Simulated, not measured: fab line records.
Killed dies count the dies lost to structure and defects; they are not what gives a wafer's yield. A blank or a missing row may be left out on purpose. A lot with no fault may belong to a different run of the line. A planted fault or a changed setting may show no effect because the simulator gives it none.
Matching of chambers :: flow n5Finfet :: N5_BEOL_M0_DEP_125 on pecvd-03 has 3 sister chambers
The step deposits SiCN from 3MS/NH3, target thk 8 nm, time 14 s. 22 wafers are shown with their chamber, then 11 later ones without.

== WAFERS PAIRED WITH THEIR CHAMBERS ==
wafer: L076.1
chamber: 0
throttleValvePct (%): 8.9
showerheadPlenumPTorr (Torr): 3.643
chamberPressureTorr (Torr): 3.001

wafer: L076.2
chamber: 2
throttleValvePct (%): 8.8
showerheadPlenumPTorr (Torr): 3.647
chamberPressureTorr (Torr): 2.992

wafer: L076.4
chamber: 0
throttleValvePct (%): 9.2
showerheadPlenumPTorr (Torr): 3.645
chamberPressureTorr (Torr): 2.992

wafer: L078.1
chamber: 2
throttleValvePct (%): 8.7
showerheadPlenumPTorr (Torr): 3.654
chamberPressureTorr (Torr): 3.003

wafer: L078.4
chamber: 0
throttleValvePct (%): 9.0
showerheadPlenumPTorr (Torr): 3.656
chamberPressureTorr (Torr): 3.005

wafer: L078.6
chamber: 2
throttleValvePct (%): 8.9
showerheadPlenumPTorr (Torr): 3.646
chamberPressureTorr (Torr): 2.997

wafer: L080.1
chamber: 1
throttleValvePct (%): 9.0
showerheadPlenumPTorr (Torr): 3.646
chamberPressureTorr (Torr): 3.004

wafer: L080.3
chamber: 0
throttleValvePct (%): 9.1
showerheadPlenumPTorr (Torr): 3.640
chamberPressureTorr (Torr): 2.987

wafer: L080.5
chamber: 2
throttleValvePct (%): 8.4
showerheadPlenumPTorr (Torr): 3.654
chamberPressureTorr (Torr): 2.999

wafer: L082.2
chamber: 1
throttleValvePct (%): 9.0
showerheadPlenumPTorr (Torr): 3.645
chamberPressureTorr (Torr): 2.998

wafer: L082.3
chamber: 2
throttleValvePct (%): 8.7
showerheadPlenumPTorr (Torr): 3.650
chamberPressureTorr (Torr): 2.999

wafer: L082.5
chamber: 2
throttleValvePct (%): 8.7
showerheadPlenumPTorr (Torr): 3.659
chamberPressureTorr (Torr): 2.997

wafer: L084.2
chamber: 0
throttleValvePct (%): 9.4
showerheadPlenumPTorr (Torr): 3.643
chamberPressureTorr (Torr): 3.003

wafer: L084.4
chamber: 1
throttleValvePct (%): 8.8
showerheadPlenumPTorr (Torr): 3.644
chamberPressureTorr (Torr): 2.990

wafer: L084.5
chamber: 0
throttleValvePct (%): 9.0
showerheadPlenumPTorr (Torr): 3.645
chamberPressureTorr (Torr): 2.995

wafer: L089.2
chamber: 1
throttleValvePct (%): 9.2
showerheadPlenumPTorr (Torr): 3.647
chamberPressureTorr (Torr): 3.002

wafer: L089.3
chamber: 0
throttleValvePct (%): 9.2
showerheadPlenumPTorr (Torr): 3.639
chamberPressureTorr (Torr): 2.988

wafer: L089.5
chamber: 0
throttleValvePct (%): 9.1
showerheadPlenumPTorr (Torr): 3.644
chamberPressureTorr (Torr): 3.006

wafer: L090.2
chamber: 0
throttleValvePct (%): 8.9
showerheadPlenumPTorr (Torr): 3.635
chamberPressureTorr (Torr): 3.013

wafer: L090.3
chamber: 0
throttleValvePct (%): 8.9
showerheadPlenumPTorr (Torr): 3.645
chamberPressureTorr (Torr): 3.001

wafer: L090.6
chamber: 1
throttleValvePct (%): 9.2
showerheadPlenumPTorr (Torr): 3.647
chamberPressureTorr (Torr): 2.995

wafer: L092.1
chamber: 2
throttleValvePct (%): 8.8
showerheadPlenumPTorr (Torr): 3.650
chamberPressureTorr (Torr): 3.002

SIGNATURES (averages over the wafers above)
reading: throttleValvePct
chamber 0: 9.070
chamber 1: 9.040
chamber 2: 8.714
scatter within a chamber: 0.162

reading: showerheadPlenumPTorr
chamber 0: 3.64350
chamber 1: 3.64580
chamber 2: 3.65143
scatter within a chamber: 0.00458

reading: chamberPressureTorr
chamber 0: 2.99910
chamber 1: 2.99780
chamber 2: 2.99843
scatter within a chamber: 0.00665
Rule: a wafer's distance from a chamber is the root of the sum, over the readings, of the square of ((its reading less the chamber's mean) divided by the reading's scatter). The wafer belongs to the nearest chamber; if the next one is less than 2 further off, it can't be placed. The scatter: take each reading less its chamber's mean, square it, sum over the shown wafers, divide by the number of wafers less the number of chambers, and take the root.

== WAFERS WITHOUT THEIR CHAMBER ==
wafer: L092.2
throttleValvePct (%): 9.1
showerheadPlenumPTorr (Torr): 3.647
chamberPressureTorr (Torr): 2.993

wafer: L092.6
throttleValvePct (%): 8.8
showerheadPlenumPTorr (Torr): 3.651
chamberPressureTorr (Torr): 3.011

wafer: L094.1
throttleValvePct (%): 8.8
showerheadPlenumPTorr (Torr): 3.651
chamberPressureTorr (Torr): 2.992

wafer: L094.2
throttleValvePct (%): 9.0
showerheadPlenumPTorr (Torr): 3.638
chamberPressureTorr (Torr): 3.010

wafer: L094.3
throttleValvePct (%): 9.0
showerheadPlenumPTorr (Torr): 3.646
chamberPressureTorr (Torr): 3.003

wafer: L093.3
throttleValvePct (%): 9.2
showerheadPlenumPTorr (Torr): 3.652
chamberPressureTorr (Torr): 2.997

wafer: L093.4
throttleValvePct (%): 9.3
showerheadPlenumPTorr (Torr): 3.651
chamberPressureTorr (Torr): 3.000

wafer: L093.5
throttleValvePct (%): 9.5
showerheadPlenumPTorr (Torr): 3.642
chamberPressureTorr (Torr): 3.013

wafer: L095.4
throttleValvePct (%): 9.2
showerheadPlenumPTorr (Torr): 3.642
chamberPressureTorr (Torr): 3.006

wafer: L095.5
throttleValvePct (%): 8.9
showerheadPlenumPTorr (Torr): 3.655
chamberPressureTorr (Torr): 3.001

wafer: L095.6
throttleValvePct (%): 9.1
showerheadPlenumPTorr (Torr): 3.640
chamberPressureTorr (Torr): 2.989

== WHICH CHAMBER EACH ONE RAN IN ==
wafer: L092.2
from the rows above: can't be placed: 1 or 0 or 2
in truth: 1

wafer: L092.6
from the rows above: can't be placed: 2 or 1 or 0
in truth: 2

wafer: L094.1
from the rows above: can't be placed: 2 or 1 or 0
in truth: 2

wafer: L094.2
from the rows above: can't be placed: 0 or 1 or 2
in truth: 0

wafer: L094.3
from the rows above: can't be placed: 1 or 0 or 2
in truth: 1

wafer: L093.3
from the rows above: can't be placed: 1 or 0 or 2
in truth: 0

wafer: L093.4
from the rows above: can't be placed: 1 or 0 or 2
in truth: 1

wafer: L093.5
from the rows above: can't be placed: 0 or 1
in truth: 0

wafer: L095.4
from the rows above: can't be placed: 0 or 1
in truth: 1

wafer: L095.5
from the rows above: can't be placed: 2 or 1 or 0
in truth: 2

wafer: L095.6
from the rows above: can't be placed: 0 or 1
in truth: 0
Placed correctly: 0 of 11. These rows do not allow placing 11 (true chamber among the candidates in 11). 0 placed wrongly.
